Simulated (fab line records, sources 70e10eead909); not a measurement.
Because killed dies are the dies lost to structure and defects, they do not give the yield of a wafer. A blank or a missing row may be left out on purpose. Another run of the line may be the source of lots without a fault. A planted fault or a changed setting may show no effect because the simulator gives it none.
A lot that was struck, set against a sound lot ; flow nand harc ; 15 out of 1302 route steps
Sound: the wafers L877.1, L877.3, L877.5. Struck: wafers L871.3, L871.6. At the end, the cause is stated.
At each step with rows: each side's tool, then ch and its chambers, then its first start. Under that, the readings that differ: sound wafers ; struck wafers ; difference of the means ; sigmas: that difference in standard deviations of wafers without a fault.
alike: readings whose means differ by less than 2 such deviations, and words and numbers that are the same on both sides. not compared: withheld readings, readings that some wafer has no value for, bounds like >300 that may hide the same value, and numbers for which the record gives no deviation and whose values overlap.
Wherever a step has rows on one side only, a row that says differs or no value, or a row with sigmas, the two part there. Non-overlapping numbers with no deviation appear without sigmas and do not part them. Lack of a reading on every wafer of one side parts them only where that side has two or more wafers.

first, 8 steps without rows for these wafers: NHARC_A_SGD_CUT_COAT_56 (time 75 s); NHARC_A_SGD_CUT_COAT_57 (time 65 s); NHARC_A_SGD_CUT_COAT_03 (resist thk 90 nm); NHARC_A_SGD_CUT_SOFTBAKE_04 (time 55 s); NHARC_A_SGD_CUT_EBR_05; NHARC_A_SGD_CUT_EXPOSE_06 (exposes mask SGD); NHARC_A_SGD_CUT_PEB_07 (peb time 65 s); NHARC_A_SGD_CUT_DEVELOP_08 (develop time 35 s).
NHARC_A_SGD_CUT_CD_MEAS_09 targets a cd of 100 nm.
  sound on cd sem-03 ch 0, day 27 00:14; struck on cd sem-03 ch 0, day 24 07:19
  alike: cd nm
NHARC_A_SGD_CUT_OVL_MEAS_10:
  sound: overlay-01 at day 27 00:19; struck: overlay-02 at day 24 07:23
  alike: overlay x nm, overlay y nm
NHARC_A_SGD_CUT_INSPECT_11:
  sound: defect inspect-01 at day 27 00:21; struck: defect inspect-02 at day 24 07:26
  alike: raw defect count
NHARC_A_SGD_CUT_DESCUM_14: chemistry O2, time 3 s.
  sound on rie diel-06 ch 0,2,3, day 27 00:25; struck on rie diel-06 ch 2,3, day 24 07:29
  alike: drypump motor current A, oes product au, rf vpp V, showerhead plenum p Torr, throttle valve pct
  not compared: rf hours counter h
NHARC_A_SGD_CUT_ETCH_58: etches the open film in CF4, target depth 39 nm, time 65 s.
  sound on rie diel-06 ch 2,3, day 27 00:30; struck on rie diel-06 ch 1,2, day 24 07:35
reading;sound;struck;difference;sigmas
run length s (s);85.9 85.7 86.1;68.9 69.6;-16.7;-40
  alike: drypump motor current A, oes product au, rf vpp V, showerhead plenum p Torr, throttle valve pct
  not compared: rf hours counter h
NHARC_A_SGD_CUT_ETCH_59: etches the open film in N2/H2, target depth 260 nm, time 406.25 s.
  sound: rie diel-06 ch 1,2,3; struck: rie diel-06 ch 1
  alike: drypump motor current A, oes product au, rf vpp V, run length s, showerhead plenum p Torr, throttle valve pct
  not compared: rf hours counter h
-- break in the record here, with 6 days between the starts of the struck wafers on either side (left off in module A_SGD_CUT, picked up again in module END, where the first step shown is number 1302 on the route) --
NHARC_END_SORT_01:
  sound on prober-02 ch 0, day 32 07:58; struck on prober-02 ch 0, day 29 20:26
reading;sound;struck;difference;sigmas
killed at array;67 55 62;182 179;+119;+7
killed dies;79 58 74;187 184;+115;+7
  alike: killed at other, killed at periphery, killed open, killed short

WHERE THEY PART
Last at NHARC_END_SORT_01 as far as this record goes, first at NHARC_A_SGD_CUT_ETCH_58.

WHY: what the simulator had put in
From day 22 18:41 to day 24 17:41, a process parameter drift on rie diel-06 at NHARC_A_SGD_CUT_ETCH_58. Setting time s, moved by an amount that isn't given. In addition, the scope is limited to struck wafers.
